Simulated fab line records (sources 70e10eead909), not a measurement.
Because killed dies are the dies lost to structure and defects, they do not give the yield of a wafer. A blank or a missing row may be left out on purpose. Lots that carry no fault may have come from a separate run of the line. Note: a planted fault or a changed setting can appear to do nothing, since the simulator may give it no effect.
The tool behind it: which one?    flow nand_harc    18 wafers from 6 lots sampled at 5 of the route's 1302 steps

## WHAT THE GAUGES SHOWED, per wafer
NHARC_END_SORT_01.
lot   measured      on         killed_at_other
L940  day 26 20:40  prober-02  2 0 0
L941  day 28 05:53  prober-02  0 0 3
L943  day 28 14:26  prober-02  1 0 1
L948  day 30 18:14  prober-01  1 0 2
L951  day 32 04:36  prober-01  0 0 0
L956  day 35 08:51  prober-02  0 0 1

## TOOL THAT RAN EACH LOT (tool first, then ch and the chambers of the sampled wafers, then the start)
lot   NHARC_A_STAIRCASE_ETCH_192                     NHARC_A_STAIRCASE_TRIM_196          NHARC_A_STAIRCASE_TRIM_198          NHARC_A_STAIRCASE_STRIP_205
L940  rie_diel-01 ch 0,1,3, day 18 12:29 or earlier  rie_diel-05 ch 1,2,3, day 18 12:29  rie_diel-05 ch 1,2,3, day 18 12:42  plasma_asher-01 ch 0,1, day 18 13:34
L941  rie_diel-01 ch 1,2,3, day 19 21:31 or earlier  rie_diel-04 ch 0,3, day 19 21:31    rie_diel-04 ch 1,2,3, day 19 21:48  plasma_asher-01 ch 0,1, day 19 22:35
L943  rie_diel-05 ch 2,3, day 20 07:35 or earlier    rie_diel-05 ch 0,1,3, day 20 07:35  rie_diel-05 ch 1,3, day 20 07:49    plasma_asher-01 ch 0, day 20 08:46
L948  rie_diel-05 ch 2,3, day 21 19:02 or earlier    rie_diel-05 ch 0,1,3, day 21 19:02  rie_diel-05 ch 1,2,3, day 21 19:18  plasma_asher-02 ch 0,1, day 21 20:10
L951  rie_diel-01 ch 0,3, day 23 20:58 or earlier    rie_diel-04 ch 0,2, day 23 20:58    rie_diel-04 ch 0,2,3, day 23 21:13  plasma_asher-02 ch 0,1, day 23 22:04
L956  rie_diel-01 ch 0,2,3, day 25 17:10 or earlier  rie_diel-01 ch 0,3, day 25 17:10    rie_diel-01 ch 0,3, day 25 17:31    plasma_asher-02 ch 0,1, day 25 18:38
- NHARC_A_STAIRCASE_ETCH_192: etches the open film in C4F8/O2, target depth 100 nm, time 40.5 s.
- NHARC_A_STAIRCASE_TRIM_196: chemistry O2, time 211.2 s.
- NHARC_A_STAIRCASE_TRIM_198: chemistry O2, time 211.2 s.
- NHARC_A_STAIRCASE_STRIP_205: strips in O2.

## THE ANSWER, worked out from the rows above alone
Rule: usual is defined by the lots themselves. The widest of any qualifying gaps counts: lots, ordered by their means at a reading, are off when they make up no more than a third of the lots, leave a main group of 4 or more, and stand apart from it by 3 or more times the standard deviation of that group's means. If all means in a main group match to the digits the tables above print for the reading, that group is not used. Also off: a lot with no number at a reading for which 4 or more lots have one. All remaining lots with rows at the step are treated as sound.
No lot is off on any of the readings shown, so nothing can be concluded from this.

## WHAT WAS PUT IN BY THE SIMULATOR
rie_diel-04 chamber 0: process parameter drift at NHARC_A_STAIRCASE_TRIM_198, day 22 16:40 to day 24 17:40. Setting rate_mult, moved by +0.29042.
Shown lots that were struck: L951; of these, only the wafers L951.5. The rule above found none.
